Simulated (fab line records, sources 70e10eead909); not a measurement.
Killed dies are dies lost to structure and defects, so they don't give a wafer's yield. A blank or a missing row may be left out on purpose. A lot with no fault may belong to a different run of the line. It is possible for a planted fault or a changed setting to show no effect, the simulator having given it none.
Matching of chambers + flow nand-harc + NHARC_A_STAIRCASE_DEP_259 on pecvd-03: 3 sister chambers
The step deposits SiON, target thk 30 nm. 3 wafers are shown with their chamber, then 7 later ones without.

WAFERS, EACH WITH ITS CHAMBER
| wafer  | chamber | heater-power-w (W) |
|--------|---------|--------------------|
| L087.4 | 0       | 758                |
| L089.1 | 2       | 849                |
| L089.2 | 1       | 734                |

WAFERS MISSING THEIR CHAMBER
| wafer  | heater-power-w (W) |
|--------|--------------------|
| L089.4 | 732                |
| L092.2 | 868                |
| L092.3 | 847                |
| L092.4 | 885                |
| L094.1 | 865                |
| L094.2 | 874                |
| L094.6 | 892                |

WHICH CHAMBER EACH WENT THROUGH
| wafer  | from the rows above     | in truth                   |
|--------|-------------------------|----------------------------|
| L089.4 | can't be placed: 1 or 0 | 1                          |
| L092.2 | 2                       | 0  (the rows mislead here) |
| L092.3 | 2                       | 2                          |
| L092.4 | 2                       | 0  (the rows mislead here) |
| L094.1 | 2                       | 2                          |
| L094.2 | 2                       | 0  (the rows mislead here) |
| L094.6 | 2                       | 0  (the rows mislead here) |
Placed correctly: 2 of 7. Unplaceable from these rows: 1, with the true chamber sitting among the candidates in 1. Wrongly placed: 4.
How it was worked out, from the rows above alone: a wafer's distance from a chamber is the root of the sum, over the readings, of the square of ((its reading less the chamber's mean) divided by the reading's scatter). The wafer belongs to the nearest chamber; if the next one is less than 2 further off, it can't be placed. For every chamber, the mean is computed from those of its wafers that are shown. The scatter (one wafer shown for each chamber): square how far every hidden wafer sits from the nearest shown wafer, average those squares and take the square root.
